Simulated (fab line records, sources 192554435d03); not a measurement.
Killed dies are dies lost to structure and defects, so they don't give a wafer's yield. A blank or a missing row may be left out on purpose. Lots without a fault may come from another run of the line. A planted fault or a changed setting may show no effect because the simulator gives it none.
Chamber matching | flow n5_finfet | N5_BEOL_M10_CURE_72 on uv_cure-02: 3 sister chambers
The step cures SiCOH lowk, time 120 s. 6 wafers are shown with their chamber, then 9 later ones without.

WAFERS WITH THEIR CHAMBER
wafer  | chamber | wafer_temp_C_max | lamp_power_pct (%)
L075.4 | 0       | 370.5            | 52.27
L075.6 | 0       | 371.1            | 52.33
L091.5 | 1       | 371.8            | 52.40
L091.6 | 1       | 372.0            | 52.30
L093.3 | 2       | 371.0            | 52.35
L093.5 | 2       | 370.9            | 52.38

WAFERS WITHOUT THEIR CHAMBER
wafer  | wafer_temp_C_max | lamp_power_pct (%)
L092.2 | 371.2            | 52.35
L092.3 | 370.9            | 52.23
L092.6 | 370.5            | 52.24
L095.1 | 371.0            | 52.32
L095.4 | 371.1            | 52.34
L095.5 | 371.1            | 52.25
L096.1 | 371.2            | 52.30
L096.2 | 371.4            | 52.33
L096.5 | 371.3            | 52.37

WHICH CHAMBER EACH WENT THROUGH
wafer  | from the rows above          | in truth
L092.2 | can't be placed: 2 or 0 or 1 | 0
L092.3 | can't be placed: 0 or 2      | 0
L092.6 | can't be placed: 0 or 2      | 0
L095.1 | can't be placed: 0 or 2      | 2
L095.4 | can't be placed: 2 or 0      | 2
L095.5 | can't be placed: 0 or 2      | 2
L096.1 | can't be placed: 0 or 2 or 1 | 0
L096.2 | can't be placed: 2 or 1 or 0 | 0
L096.5 | can't be placed: 2 or 1 or 0 | 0
Placed correctly: 0 of 9. Can't be placed from these rows: 9 (the true chamber is among the candidates in 9). Placed wrongly: 0.
How it was worked out, from the rows above alone: a wafer's distance from a chamber is the root of the sum, over the readings, of the square of ((its reading less the chamber's mean) divided by the reading's scatter). The wafer belongs to the nearest chamber; if the next one is less than 2 further off, it can't be placed. A chamber's mean is the mean of its shown wafers. The scatter: the root of (the sum of the squares of (reading less its chamber's mean) over the shown wafers, divided by (wafers less chambers)).
